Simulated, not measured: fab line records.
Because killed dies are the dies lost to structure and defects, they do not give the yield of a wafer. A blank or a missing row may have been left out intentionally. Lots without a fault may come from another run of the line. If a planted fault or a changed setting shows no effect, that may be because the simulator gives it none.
fab line records ; flow nand_harc ; part 2 of 2: steps 25 to 32 of 32
record: lots: 5; wafers: 15; last_day: 32
route steps=1302 shown P_M2@344 P_BONDPAD@351
lots that met no fault: from a run of the same line without faults
start_h: hours from the record's first day to the start of the lot's first wafer shown ; wait_h: hours since the lot's step before ; " as in the row above ; L1.1+2: a row that stands for several wafers ; - no value, or no start given ; * or withheld: withheld ; < > ~ a bound
route shown NAME@n: NAME is a module with steps in the file, n the number in the route of the first one ; usual: average and standard deviation across the fault-free wafers ; same: alike in all rows ; chamber/n: place in a boat ; sites: per-site readings ; _std_site: their standard deviation ; _edge_site: outer sites' mean less inner sites' ; radius_mm: how far each site lies from the wafer's centre ; mask NAME#n: copy n ; behind: the most recent tool/chamber to have shaped the wafer ; hold: cause of the lot's hold/its duration in hours/its outcome ; device: the n, p or np transistor that did not switch ; end of line: tests run on the same wafers once the route is complete ; a step given without rows: its recipe and nothing more ; killed: dies lost to structure and defects at the first sort, not the wafer's yield ; map: a wafer's dies, marking killed ones x, the rest . and places with no die _
set.NAME: the setting as run; set.NAME@STEP: as run at that earlier step ; model.NAME: the simulator's own value behind a step, which no gauge read
certain route steps with their lots: each step a table, each wafer a row
services: a tool's chamber out of use, with start hour (start_h, from the record's first day; less than 0 if before it), hours out, and reason
== steps ==
step: NHARC_P_BONDPAD_ETCH_12
recipe: target_depth_a: 2000; time_s: 100; chf3_flow_sccm: 50; o2_flow_sccm: 10; ar_flow_sccm: 200; rf_w: 500; bias_w: 200; chemistry: CHF3/O2
usual: drypump_motor_current_A: 5.7/0.49; mfc_ar_sccm: 200.0/0.66; oes_product_au: 0.936/0.02; rf_vpp_V: 370.8/2.7; showerhead_plenum_p_Torr: 2.41/0.11; throttle_valve_pct: 20.574/0.0087
lot.wafer;tool;chamber;start_h;wait_h;drypump_motor_current_A;mfc_ar_sccm;oes_product_au;rf_hours_counter_h;rf_vpp_V;showerhead_plenum_p_Torr;throttle_valve_pct
L075.1;rie_diel-12;0;-;-;5.9;199.6;0.927;5.1;373.8;2.55;20.574
L075.3;rie_diel-12;1;-;-;5.8;199.3;0.937;4.7;372.7;2.46;20.572
L075.4;rie_diel-12;2;-;-;5.9;200.0;0.923;3.8;367.4;2.26;20.573
L076.3;rie_diel-08;3;-;-;5.5;199.0;0.965;7.9;373.9;2.58;20.581
L076.4;rie_diel-08;0;-;-;5.7;199.1;0.970;6.9;367.5;2.31;20.574
L076.6;rie_diel-08;1;-;-;5.1;199.4;0.933;-;368.4;2.32;20.569
L089.1;rie_diel-13;1;-;-;5.5;200.8;0.924;2.7;372.8;2.48;20.566
L089.3;rie_diel-13;3;-;-;5.9;200.6;0.951;2.8;371.5;2.48;20.548
L089.5;rie_diel-13;1;-;-;5.5;201.2;0.931;-;373.3;2.48;20.585
L090.2;rie_diel-13;0;-;-;6.6;200.3;0.962;3.5;368.8;2.28;20.578
L090.3;rie_diel-13;1;-;-;5.5;200.9;0.967;3.2;372.0;2.48;20.564
L090.6;rie_diel-13;2;-;-;5.4;199.3;0.960;-;367.2;2.29;20.576
L093.3;rie_diel-13;3;-;-;5.9;200.4;0.918;4.2;374.0;2.48;20.564
L093.6;rie_diel-13;3;-;-;5.9;199.2;0.921;-;373.8;2.48;20.578
L093.5;rie_diel-13;0;-;-;6.6;200.4;0.924;-;368.5;2.28;20.584
step: NHARC_P_BONDPAD_CD_MEAS_13
usual: cd_nm: 498.3/2.8
lot.wafer;tool;chamber;start_h;wait_h;cd_nm
L075.1;cd_sem-01;-;148.93;-;495.4
L075.3;cd_sem-01;-;148.93;-;496.5
L075.4;cd_sem-01;-;148.93;-;496.8
L076.3;cd_sem-01;-;152.79;-;501.3
L076.4;cd_sem-01;-;152.79;-;499.4
L076.6;cd_sem-01;-;152.79;-;496.7
L089.1;cd_sem-03;-;287.87;-;496.1
L089.3;cd_sem-03;-;287.87;-;497.0
L089.5;cd_sem-03;-;287.87;-;498.0
L090.2;cd_sem-02;-;302.13;-;501.2
L090.3;cd_sem-02;-;302.13;-;504.3
L090.6;cd_sem-02;-;302.13;-;502.4
L093.3;cd_sem-02;-;325.22;-;500.3
L093.5;cd_sem-02;-;325.22;-;501.8
L093.6;cd_sem-02;-;325.22;-;501.9
step: NHARC_P_BONDPAD_STRIP_15
recipe: o2_flow_sccm: 500; ar_flow_sccm: 0; bias_w: 0; chemistry: O2
usual: drypump_motor_current_A: 5.6/0.43; mfc_ar_sccm: 0.008/0.013; oes_product_au: 0.999/0.011; rf_vpp_V: 57.8/0.86; showerhead_plenum_p_Torr: 3.55/0.16; throttle_valve_pct: 17.036/0.0094
lot.wafer;tool;chamber;start_h;wait_h;drypump_motor_current_A;mfc_ar_sccm;oes_product_au;rf_hours_counter_h;rf_vpp_V;showerhead_plenum_p_Torr;throttle_valve_pct
L075.1;rie_diel-08;0;149.01;0.1;5.7;0.032;1.010;6.7;58.0;3.39;17.045
L075.3;rie_diel-08;2;149.01;0.1;5.1;0;0.998;7.8;59.0;3.56;17.025
L075.4;rie_diel-08;3;149.01;0.1;5.5;0;0.985;7.7;58.7;3.78;17.050
L076.3;rie_diel-12;1;152.87;0.1;5.8;0.025;1.001;4.7;57.8;3.61;17.018
L076.4;rie_diel-12;2;152.87;0.1;5.9;0;0.999;3.8;57.5;3.32;17.027
L076.6;rie_diel-12;0;152.87;0.1;5.9;0.028;0.996;-;58.3;3.74;17.024
L089.3;rie_diel-08;0;287.96;0.1;5.7;0.032;1.008;4.6;58.5;3.39;17.030
L089.1;rie_diel-08;2;287.96;0.1;5.1;0;1.013;4.8;58.7;3.56;17.043
L089.5;rie_diel-08;3;287.96;0.1;5.5;0;0.998;-;58.1;3.78;17.033
L090.2;rie_diel-12;0;302.20;0.1;5.9;0.028;0.987;0.3;57.3;3.73;17.032
L090.3;rie_diel-12;3;302.20;0.1;6.5;0;1.006;0.3;57.8;3.71;17.036
L090.6;rie_diel-12;0;302.20;0.1;5.9;0.028;0.988;-;57.7;3.73;17.032
L093.3;rie_diel-08;2;325.32;0.1;5.1;0;1.002;6.0;58.6;3.55;17.034
L093.6;rie_diel-08;0;325.32;0.1;5.7;0.032;1.013;-;58.2;3.39;17.026
L093.5;rie_diel-08;1;325.32;0.1;5.1;0;1.000;-;56.0;3.41;17.040
step: NHARC_P_BONDPAD_ETCH_24
recipe: target_depth_a: 300; over_etch_frac: 0.3; time_s: 72.99; ion_energy_ev: 150; cf4_flow_sccm: 50; n2_flow_sccm: 100; ar_flow_sccm: 150; rf_w: 300; bias_w: 100; chemistry: CF4/N2
usual: drypump_motor_current_A: 5.6/0.45; mfc_ar_sccm: 150.0/0.47; oes_product_au: 1.000/0.011; rf_vpp_V: 314.2/2; showerhead_plenum_p_Torr: 2.63/0.12; throttle_valve_pct: 19.795/0.0088
lot.wafer;tool;chamber;start_h;wait_h;drypump_motor_current_A;mfc_ar_sccm;oes_product_au;rf_hours_counter_h;rf_vpp_V;showerhead_plenum_p_Torr;throttle_valve_pct
L075.1;rie_diel-08;0;-;-;5.7;150.2;1.016;6.7;311.8;2.52;19.784
L075.3;rie_diel-08;1;-;-;5.1;149.9;0.983;6.9;311.4;2.54;19.795
L075.4;rie_diel-08;2;-;-;5.1;149.3;0.991;7.8;315.8;2.65;19.793
L076.3;rie_diel-12;1;-;-;5.8;150.0;1.012;4.8;315.5;2.69;19.802
L076.4;rie_diel-12;3;-;-;6.5;149.5;1.001;4.2;316.5;2.77;19.786
L076.6;rie_diel-12;1;-;-;5.8;150.7;1.021;-;315.6;2.69;19.795
L089.1;rie_diel-08;1;-;-;5.1;150.0;0.993;3.1;314.9;2.54;19.812
L089.3;rie_diel-08;2;-;-;5.0;150.0;1.013;4.9;313.4;2.65;19.803
L089.5;rie_diel-08;0;-;-;5.7;151.6;1.013;-;313.0;2.52;19.807
L090.2;rie_diel-12;1;-;-;5.8;150.4;1.007;0.4;315.3;2.69;19.811
L090.3;rie_diel-12;3;-;-;6.5;150.4;1.005;0.3;318.4;2.77;19.815
L090.6;rie_diel-12;1;-;-;5.8;150.2;1.004;-;315.9;2.69;19.789
L093.3;rie_diel-08;0;-;-;5.7;150.0;1.015;6.0;311.0;2.52;19.809
L093.6;rie_diel-08;0;-;-;5.7;150.2;1.030;-;313.9;2.52;19.799
L093.5;rie_diel-08;1;-;-;5.1;149.4;0.997;-;312.3;2.53;19.775
step: NHARC_P_BONDPAD_STRIP_16
recipe: time_s: 600; temp_c: 30; chemistry: post_etch_residue_remover
usual: temp_c: 30.00/0.11
lot.wafer;tool;chamber;start_h;wait_h;temp_c
L075.1;wet_bench-08;2;149.29;-;30.13
L075.4;wet_bench-08;5;149.29;-;30.01
L075.3;wet_bench-08;7;149.29;-;30.17
L076.3;wet_bench-10;1;153.14;-;29.86
L076.4;wet_bench-10;3;153.14;-;30.06
L076.6;wet_bench-10;5;153.14;-;29.82
L089.1;wet_bench-08;4;288.23;-;30.07
L089.5;wet_bench-08;5;288.23;-;29.98
L089.3;wet_bench-08;7;288.23;-;30.05
L090.6;wet_bench-10;2;302.49;-;29.93
L090.3;wet_bench-10;5;302.49;-;29.96
L090.2;wet_bench-10;6;302.49;-;29.88
L093.3;wet_bench-08;0;325.58;-;29.89
L093.5;wet_bench-08;3;325.58;-;29.82
L093.6;wet_bench-08;4;325.58;-;30.00
step: NHARC_P_BONDPAD_DEGAS_25
recipe: temp_c: 300; time_s: 60
usual: heater_power_w: 460/47
lot.wafer;tool;chamber;start_h;wait_h;heater_power_w
L075.4;pvd_sputter-03;-;149.56;-;431
L075.1;pvd_sputter-03;-;149.56;-;513
L075.3;pvd_sputter-03;-;149.56;-;400
L076.3;pvd_sputter-02;-;153.42;-;446
L076.4;pvd_sputter-02;-;153.42;-;474
L076.6;pvd_sputter-02;-;153.42;-;493
L089.3;pvd_sputter-01;-;288.50;-;476
L089.1;pvd_sputter-01;-;288.50;-;364
L089.5;pvd_sputter-01;-;288.50;-;463
L090.3;pvd_sputter-02;-;302.75;-;491
L090.2;pvd_sputter-02;-;302.75;-;493
L090.6;pvd_sputter-02;-;302.75;-;476
L093.3;pvd_sputter-01;-;325.86;-;392
L093.6;pvd_sputter-01;-;325.86;-;524
L093.5;pvd_sputter-01;-;325.86;-;469
step: NHARC_P_BONDPAD_PRE_CLEAN_26
recipe: time_s: 30; temp_c: 280; gas: H2/He
usual: heater_power_w: 403/42
lot.wafer;tool;chamber;start_h;wait_h;heater_power_w
L075.4;pvd_sputter-03;-;-;-;403
L075.1;pvd_sputter-03;-;-;-;454
L075.3;pvd_sputter-03;-;-;-;347
L076.4;pvd_sputter-02;-;-;-;434
L076.3;pvd_sputter-02;-;-;-;416
L076.6;pvd_sputter-02;-;-;-;427
L089.3;pvd_sputter-01;-;-;-;475
L089.1;pvd_sputter-01;-;-;-;319
L089.5;pvd_sputter-01;-;-;-;482
L090.3;pvd_sputter-02;-;-;-;442
L090.2;pvd_sputter-02;-;-;-;427
L090.6;pvd_sputter-02;-;-;-;441
L093.3;pvd_sputter-01;-;-;-;470
L093.6;pvd_sputter-01;-;-;-;411
L093.5;pvd_sputter-01;-;-;-;319
step: NHARC_P_BONDPAD_PVD_17
recipe: target_thk_a: 50; bias_v: 168.6; power_w: 15000; chamber_pressure_pa: 0.12; time_s: 8.06; substrate_temp_c: 50; material: TaN
usual: substrate_temp_c: 49.98/0.12; throttle_valve_pct: 30.4/1.1
lot.wafer;tool;chamber;start_h;wait_h;substrate_temp_c;throttle_valve_pct
L075.3;pvd_sputter-03;-;-;-;49.87;30.1
L075.4;pvd_sputter-03;-;-;-;49.77;28.5
L075.1;pvd_sputter-03;-;-;-;50.00;31.9
L076.3;pvd_sputter-02;-;-;-;49.89;31.4
L076.4;pvd_sputter-02;-;-;-;49.88;28.9
L076.6;pvd_sputter-02;-;-;-;49.94;29.2
L089.1;pvd_sputter-01;-;-;-;50.04;30.9
L089.3;pvd_sputter-01;-;-;-;50.01;30.5
L089.5;pvd_sputter-01;-;-;-;49.89;31.1
L090.2;pvd_sputter-02;-;-;-;50.08;29.8
L090.3;pvd_sputter-02;-;-;-;49.94;30.8
L090.6;pvd_sputter-02;-;-;-;50.10;29.9
L093.3;pvd_sputter-01;-;-;-;50.18;32.4
L093.5;pvd_sputter-01;-;-;-;50.04;32.3
L093.6;pvd_sputter-01;-;-;-;49.90;31.7
== services ==
tool;chamber;start_h;hours;kind
litho_track-05;-;124.00;7.0;pm
wet_bench-10;-;135.20;8.0;pm
pvd_sputter-01;-;147.10;2.9;repair
pecvd-04;-;158.73;3.2;repair
rie_diel-13;-;165.00;9.0;pm
wet_bench-08;-;177.51;2.2;repair
rie_diel-13;-;186.82;0.7;repair
rie_diel-08;2;187.91;11.6;repair
rie_diel-08;-;190.80;9.0;pm
rie_diel-08;1;219.25;12.2;repair
pvd_sputter-01;-;226.00;10.0;pm
litho_track-02;-;227.00;7.0;pm
pvd_sputter-02;-;228.53;0.8;repair
litho_track-07;-;251.00;7.0;pm
wet_bench-10;-;253.84;1.6;repair
rie_diel-13;1;255.47;1.3;repair
rie_diel-13;-;262.61;1.1;repair
rie_diel-13;1;264.89;16.2;repair
rie_diel-12;-;268.40;9.0;pm
wet_bench-10;-;276.17;4.6;repair
rie_diel-12;3;283.44;5.6;repair
litho_track-05;-;299.00;7.0;pm
rie_diel-13;1;307.14;4.5;repair
wet_bench-10;-;311.20;8.0;pm
